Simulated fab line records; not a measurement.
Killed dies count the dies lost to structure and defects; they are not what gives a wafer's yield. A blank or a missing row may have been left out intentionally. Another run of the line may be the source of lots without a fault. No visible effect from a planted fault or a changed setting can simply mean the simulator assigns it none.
Lot-split experiment | flow n5-finfet | 21 wafers read from 7 lots, route of 1938 steps

THE SPLIT ITSELF
At N5_BEOL_M3_TRENCH_ETCH_37 (etches SiOC in C4F6/O2, target depth 55.555 nm, time 29.2 s), the setting time-s was moved away from the recipe's 29.2 s on 4 of the 21 wafers read, by -21.2% to +22.4%. The other wafers ran this setting at the recipe's value.

FROM THE SPLIT TO THE READING: what the file shows between them, 2 steps
- N5_BEOL_M3_ETCH_41: etches SiCN in CH3F/O2, target depth 29.9 nm, time 52.5 s (also split here: target-depth-a)
- N5_BEOL_M3_STRIP_97: strips in N2/H2, time 10 s

THE READING
trench-depth-nm, in nm, at N5_BEOL_M3_OCD_MEAS_38. A value of 55.5 nm with a standard deviation of 0.9 nm is what fault-free wafers of this fab line usually give.

wafer  | tool, chamber at the split | time-s as run, s | against the recipe | trench-depth-nm, nm | against lot-mates on the recipe
L075.1 | rie-diel-05, 2             | 23               | -21.2%             | 43.0                | -12.1
L075.4 | rie-diel-05, 0             | 29.2             | recipe             | 55.1                | -
L075.6 | rie-diel-05, 1             | 23               | -21.2%             | 43.2                | -11.9
L079.1 | rie-diel-05, 0             | 29.2             | recipe             | 55.4                | -
L079.2 | rie-diel-05, 1             | 29.2             | recipe             | 54.2                | -
L079.5 | rie-diel-05, 0             | 29.2             | recipe             | 55.7                | -
L084.3 | rie-diel-04, 2             | 29.2             | recipe             | 54.7                | -
L084.4 | rie-diel-04, 3             | 29.2             | recipe             | 54.2                | -
L084.6 | rie-diel-04, 2             | 23.38            | -19.9%             | 44.3                | -10.2
L085.2 | rie-diel-04, 1             | 29.2             | recipe             | 54.9                | -
L085.5 | rie-diel-04, 2             | 35.73            | +22.4%             | 67.3                | +12.5
L085.6 | rie-diel-04, 3             | 29.2             | recipe             | 54.7                | -
L086.2 | rie-diel-05, 2             | 29.2             | recipe             | 54.5                | -
L086.3 | rie-diel-05, 3             | 29.2             | recipe             | 55.8                | -
L086.5 | rie-diel-05, 0             | 29.2             | recipe             | 54.5                | -
L088.2 | rie-diel-04, 0             | 29.2             | recipe             | 56.3                | -
L088.3 | rie-diel-04, 1             | 29.2             | recipe             | 54.7                | -
L088.4 | rie-diel-04, 3             | 29.2             | recipe             | 53.7                | -
L090.2 | rie-diel-04, 1             | 29.2             | recipe             | 55.0                | -
L090.4 | rie-diel-04, 3             | 29.2             | recipe             | 53.6                | -
L090.6 | rie-diel-04, 2             | 29.2             | recipe             | 55.6                | -

THE FIT
A straight line over all 21 wafers: trench-depth-nm changes by +0.55 nm for each +1% of time-s; r = +0.99; the points scatter about the line by 0.69 nm.
The same after taking each lot's own level away (the mean of its wafers on the recipe; 21 wafers): +0.552 nm for each +1%; r = +0.99; scatter 0.69 nm.
On that fit, the largest move of time-s shifts the reading by 12 nm.
Across the lots, their own levels run from 54.45 to 55.10 nm, a range of 0.7 times the standard deviation given above.
The two slopes are in agreement: the lot-to-lot level therefore moves the slope only a little.
Check: for one of the wafers moved furthest among these (+22.4%), held out of the fit, the line's prediction against its lot-mates is +12.3 nm. It came out at +12.5 nm against them.

THE OTHER SPLITS THESE WAFERS WENT THROUGH
Before the reading, these wafers also passed through other splits. Each is held against what the fit with the lots' levels taken away leaves over:
other split on the same wafers    | wafers away from the commonest value | r with trench-depth-nm (lot level and that fit taken away)
N5_BEOL_M2_TRENCH_ETCH_37 time-s  | 6                                    | -0.20
N5_BEOL_M3_EXPOSE_25 dose-mj      | 8                                    | -0.12
N5_BEOL_M3_ETCH_41 target-depth-a | 6                                    | -0.20

THE WHOLE CHAIN: every reading that the file lists as answering this split, in the file's order
step                      | what it does                                                | reading                                                                          | change (the file's fit)                | r (the file's)
N5_BEOL_M3_TRENCH_ETCH_37 | etches SiOC in C4F6/O2, target depth 55.555 nm, time 29.2 s | BEOL_M3.feature-depth-nm (the simulator's own value, which no gauge read)        | +0.545 nm for each +1% of the setting  | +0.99
N5_BEOL_M3_TRENCH_ETCH_37 | etches SiOC in C4F6/O2, target depth 55.555 nm, time 29.2 s | etch.depth-nm (the simulator's own value, which no gauge read)                   | +0.547 nm for each +1% of the setting  | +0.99
N5_BEOL_M3_TRENCH_ETCH_37 | etches SiOC in C4F6/O2, target depth 55.555 nm, time 29.2 s | TiN_of_BEOL_M3_HM_DEP_02.thk-nm (the simulator's own value, which no gauge read) | -0.0265 nm for each +1% of the setting | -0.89
N5_BEOL_M3_OCD_MEAS_38    |                                                             | trench-depth-nm                                                                  | +0.547 nm for each +1% of the setting  | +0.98

FILE'S OWN FIT
trench-depth-nm changes by +0.547 nm for each +1% of time-s, r = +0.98.
